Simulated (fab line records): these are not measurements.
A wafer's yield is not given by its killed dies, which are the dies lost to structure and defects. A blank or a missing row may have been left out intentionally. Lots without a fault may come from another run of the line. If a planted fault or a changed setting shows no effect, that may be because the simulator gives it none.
Matching of chambers | flow n5Finfet | N5_FIN_SAQP_HM_DEP_03 on pecvd-04 has 3 sister chambers
The step deposits SiNx from SiH4/NH3/N2, target thk 38 nm, time 33.6 s. 18 wafers are shown with their chamber, then 9 later ones without.

EACH WAFER AND ITS CHAMBER
wafer  | chamber | throttleValvePct (%) | showerheadPlenumPTorr (Torr) | heaterPowerW (W)
L074.3 | 0       | 43.9                 | 5.22                         | 877
L074.5 | 1       | 41.9                 | 5.09                         | 943
L074.6 | 0       | 43.8                 | 5.21                         | 862
L075.2 | 2       | 39.2                 | 5.18                         | 766
L075.5 | 0       | 43.6                 | 5.21                         | 795
L075.6 | 1       | 41.8                 | 5.09                         | 1004
L077.2 | 2       | 39.3                 | 5.19                         | 793
L077.3 | 1       | 41.6                 | 5.10                         | 895
L077.4 | 0       | 43.6                 | 5.20                         | 832
L078.3 | 2       | 39.3                 | 5.19                         | 701
L078.4 | 0       | 43.8                 | 5.21                         | 767
L078.6 | 2       | 39.6                 | 5.18                         | 708
L080.1 | 1       | 41.9                 | 5.09                         | 847
L080.2 | 2       | 39.6                 | 5.19                         | 762
L080.3 | 0       | 43.7                 | 5.21                         | 778
L085.4 | 1       | 41.8                 | 5.10                         | 947
L085.5 | 0       | 43.9                 | 5.23                         | 835
L085.6 | 2       | 39.7                 | 5.19                         | 672

SIGNATURES, as means of the wafers listed above
reading               | chamber 0 | chamber 1 | chamber 2 | scatter within a chamber
throttleValvePct      | 43.757    | 41.800    | 39.450    | 0.158
showerheadPlenumPTorr | 5.2129    | 5.0940    | 5.1867    | 0.00729
heaterPowerW          | 820.86    | 927.20    | 733.67    | 48.6
Rule: for each reading, subtract the chamber's mean from the wafer's reading, divide by that reading's scatter and square the result; add these up over the readings and take the root, which gives the wafer's distance from the chamber. If the next closest chamber is less than 2 further off than the closest, the wafer can't be placed; otherwise it belongs to the closest. The scatter is the square root of a quotient: the sum, over the shown wafers, of each reading's squared deviation from its chamber's mean, divided by wafers minus chambers.

WAFERS WHOSE CHAMBER IS MISSING
wafer  | throttleValvePct (%) | showerheadPlenumPTorr (Torr) | heaterPowerW (W)
L087.1 | 39.5                 | 5.19                         | 771
L087.2 | 43.9                 | 5.21                         | 833
L087.3 | 41.6                 | 5.10                         | 940
L094.1 | 43.9                 | 5.23                         | 756
L094.2 | 40.0                 | 5.18                         | 774
L094.3 | 41.8                 | 5.09                         | 922
L095.3 | 43.8                 | 5.21                         | 723
L095.5 | 41.6                 | 5.09                         | 998
L095.6 | 43.7                 | 5.22                         | 707

EACH ONE'S CHAMBER
wafer  | from the rows above | in truth
L087.1 | 2                   | 2
L087.2 | 0                   | 0
L087.3 | 1                   | 1
L094.1 | 0                   | 0
L094.2 | 2                   | 2
L094.3 | 1                   | 1
L095.3 | 0                   | 0
L095.5 | 1                   | 1
L095.6 | 0                   | 0
Correct placement for 9 of the 9. Left unplaced by these rows: 0. Number placed wrongly: 0.
